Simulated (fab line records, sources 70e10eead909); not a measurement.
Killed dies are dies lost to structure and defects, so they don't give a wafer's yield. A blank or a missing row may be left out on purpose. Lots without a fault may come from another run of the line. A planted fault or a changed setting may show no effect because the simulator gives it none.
Tool commonality check | flow nand_harc | 12 lots, 36 wafers sampled

WHY IT WAS OPENED
At NHARC_A_BONDPAD_OVL_MEAS_35 the reading overlay_x_nm is flagged on 2 of 12 lots. Wafers without a fault read 0 nm, standard deviation 4.9.
Rule: a lot is flagged when every wafer of it that has a number lies more than 4 standard deviations from that mean, or none has a number. The other lots count as sound.

lot  | measured     | on         | overlay_x_nm (nm), wafer by wafer | flag
L595 | day 18 04:15 | overlay-02 | -4 -4 -4                          |
L593 | day 18 05:14 | overlay-02 | -8 -8 -8                          |
L597 | day 18 06:36 | overlay-02 | 3 4 4                             |
L596 | day 18 09:41 | overlay-02 | 7 7 7                             |
L599 | day 19 23:23 | overlay-02 | 4 3 3                             |
L601 | day 20 09:08 | overlay-01 | -1 -2 -1                          |
L604 | day 20 16:01 | overlay-01 | -12 -11 -12                       |
L602 | day 20 19:23 | overlay-02 | -3 -1 -2                          |
L603 | day 20 20:00 | overlay-02 | 25 26 25                          | FLAGGED
L605 | day 21 22:02 | overlay-01 | 21 21 22                          | FLAGGED
L610 | day 23 01:41 | overlay-01 | 1 1 1                             |
L614 | day 23 16:17 | overlay-02 | 6 7 6                             |
The numbers of the flagged lots are 23 nm on average: +23 nm against the usual, or +5 standard deviations.

WHICH TOOL RAN EACH LOT
The record holds 3 process steps before the reading, out of a route of 1159 steps. In each cell: the tool, then ch and the chambers that the sampled wafers went through, then the start.
lot  | flag    | NHARC_A_M1_PRE_CLEAN_30                 | NHARC_A_M1_PRE_CLEAN_32         | NHARC_A_BONDPAD_EXPOSE_06
L595 |         | pvd_sputter-01, day 18 02:03 or earlier | pecvd-02 ch 0,1,2, day 18 02:18 | krf_scanner-03 ch 0, day 18 04:00
L593 |         | pvd_sputter-03, day 18 03:12 or earlier | pecvd-04 ch 0,1,2, day 18 03:25 | krf_scanner-03 ch 0, day 18 05:00
L597 |         | pvd_sputter-01, day 18 04:24 or earlier | pecvd-04 ch 0,1,2, day 18 04:38 | krf_scanner-01 ch 0, day 18 06:22
L596 |         | pvd_sputter-02, day 18 07:31 or earlier | pecvd-02 ch 1,2, day 18 07:44   | krf_scanner-04 ch 0, day 18 09:27
L599 |         | pvd_sputter-02, day 19 21:02 or earlier | pecvd-04 ch 0,1, day 19 21:17   | krf_scanner-01 ch 0, day 19 23:09
L601 |         | pvd_sputter-01, day 20 07:06 or earlier | pecvd-04 ch 0,1,2, day 20 07:22 | krf_scanner-01 ch 0, day 20 08:55
L604 |         | pvd_sputter-03, day 20 13:49 or earlier | pecvd-02 ch 0,2, day 20 14:02   | krf_scanner-01 ch 0, day 20 15:46
L602 |         | pvd_sputter-01, day 20 17:12 or earlier | pecvd-04 ch 0,2, day 20 17:28   | krf_scanner-03 ch 0, day 20 19:08
L603 | FLAGGED | pvd_sputter-02, day 20 17:40 or earlier | pecvd-04 ch 0,1, day 20 17:55   | krf_scanner-01 ch 0, day 20 19:46
L605 | FLAGGED | pvd_sputter-01, day 21 19:51 or earlier | pecvd-04 ch 0,1, day 21 20:05   | krf_scanner-01 ch 0, day 21 21:47
L610 |         | pvd_sputter-03, day 22 23:31 or earlier | pecvd-03 ch 0,1, day 22 23:46   | krf_scanner-04 ch 0, day 23 01:27
L614 |         | pvd_sputter-01, day 23 14:09 or earlier | pecvd-02 ch 1,2, day 23 14:28   | krf_scanner-03 ch 0, day 23 16:04
What these steps do:
- NHARC_A_M1_PRE_CLEAN_30: time 30 s.
- NHARC_A_M1_PRE_CLEAN_32: time 12 s.
- NHARC_A_BONDPAD_EXPOSE_06: exposes mask A BPAD.
- NHARC_A_BONDPAD_OVL_MEAS_35

FLAGGED OVER TOTAL, TOOL BY TOOL (the gauges that took the reading come last)
step                        | tool           | lots run | flagged | share of the flagged lots | sound lots run after its first flagged lot
NHARC_A_M1_PRE_CLEAN_30     | pvd_sputter-01 | 6        | 1       | some                      | 1 (L614)
NHARC_A_M1_PRE_CLEAN_30     | pvd_sputter-02 | 3        | 1       | some                      | 0
NHARC_A_M1_PRE_CLEAN_30     | pvd_sputter-03 | 3        | 0       | none                      | -
NHARC_A_M1_PRE_CLEAN_32     | pecvd-02       | 4        | 0       | none                      | -
NHARC_A_M1_PRE_CLEAN_32     | pecvd-03       | 1        | 0       | none                      | -
NHARC_A_M1_PRE_CLEAN_32     | pecvd-04       | 7        | 2       | all                       | 0
NHARC_A_BONDPAD_EXPOSE_06   | krf_scanner-01 | 6        | 2       | all                       | 0
NHARC_A_BONDPAD_EXPOSE_06   | krf_scanner-03 | 4        | 0       | none                      | -
NHARC_A_BONDPAD_EXPOSE_06   | krf_scanner-04 | 2        | 0       | none                      | -
NHARC_A_BONDPAD_OVL_MEAS_35 | overlay-01     | 4        | 1       | some                      | 1 (L610)
NHARC_A_BONDPAD_OVL_MEAS_35 | overlay-02     | 8        | 1       | some                      | 1 (L614)
NHARC_A_M1_PRE_CLEAN_30 gives no start for some lots, so the hours and the order of its lots are those of NHARC_A_M1_THK_MEAS_24.

WHAT THE TABLE ALLOWS
2 rows of the table ran every flagged lot: pecvd-04 at NHARC_A_M1_PRE_CLEAN_32, krf_scanner-01 at NHARC_A_BONDPAD_EXPOSE_06.
- pecvd-04 at NHARC_A_M1_PRE_CLEAN_32: 2 of its 7 lots flagged. Its last sound lot is L602 (day 20 17:28), its first flagged lot L603 (day 20 17:55): a fault that began between those two fits.
- krf_scanner-01 at NHARC_A_BONDPAD_EXPOSE_06: 2 of its 6 lots flagged. Its last sound lot is L604 (day 20 15:46), its first flagged lot L603 (day 20 19:46): a fault that began between those two fits.
Counting lots can't tell these 2 tools apart, because each fits a fault that began at some hour. More lots, or a look at what each step does to the wafer, might.

WHAT THE SIMULATOR HAD PUT IN
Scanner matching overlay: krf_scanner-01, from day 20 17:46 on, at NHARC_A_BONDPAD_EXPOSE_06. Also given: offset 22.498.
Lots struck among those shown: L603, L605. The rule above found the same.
